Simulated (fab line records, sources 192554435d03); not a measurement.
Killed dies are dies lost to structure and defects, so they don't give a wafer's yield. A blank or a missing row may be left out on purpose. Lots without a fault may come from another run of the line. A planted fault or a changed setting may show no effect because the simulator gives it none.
Chamber matching | flow n5_finfet | N5_BEOL_M11_ETCH_62 on rie_diel-06: 4 sister chambers
The step etches SOC in N2/H2, target depth 110 nm, overetch 22 nm, time 165 s. 8 wafers are shown with their chamber, then 7 later ones without.

WAFERS WITH THEIR CHAMBER
wafer  | chamber | showerhead_plenum_p_Torr (Torr) | drypump_motor_current_A (A)
L074.6 | 2       | 2.40                            | 6.7
L078.4 | 3       | 2.63                            | 5.6
L076.5 | 0       | 2.57                            | 6.5
L083.1 | 0       | 2.57                            | 6.4
L083.4 | 1       | 2.45                            | 5.8
L083.5 | 2       | 2.40                            | 6.7
L080.3 | 1       | 2.45                            | 5.8
L080.4 | 3       | 2.62                            | 5.6

WAFERS WITHOUT THEIR CHAMBER
wafer  | showerhead_plenum_p_Torr (Torr) | drypump_motor_current_A (A)
L080.5 | 2.40                            | 6.7
L088.1 | 2.71                            | 6.7
L088.3 | 2.44                            | 5.8
L088.5 | 2.57                            | 6.5
L095.3 | 2.56                            | 6.5
L095.4 | 2.43                            | 5.8
L095.5 | 2.61                            | 5.6

WHICH CHAMBER EACH WENT THROUGH
wafer  | from the rows above     | in truth
L080.5 | 2                       | 2
L088.1 | can't be placed: 3 or 0 | 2
L088.3 | 1                       | 1
L088.5 | 0                       | 0
L095.3 | 0                       | 0
L095.4 | 1                       | 1
L095.5 | 3                       | 3
Placed correctly: 6 of 7. Can't be placed from these rows: 1 (the true chamber is among the candidates in 0). Placed wrongly: 0.
How it was worked out, from the rows above alone: a wafer's distance from a chamber is the root of the sum, over the readings, of the square of ((its reading less the chamber's mean) divided by the reading's scatter). The wafer belongs to the nearest chamber; if the next one is less than 2 further off, it can't be placed. A chamber's mean is the mean of its shown wafers. The scatter: the root of (the sum of the squares of (reading less its chamber's mean) over the shown wafers, divided by (wafers less chambers)).
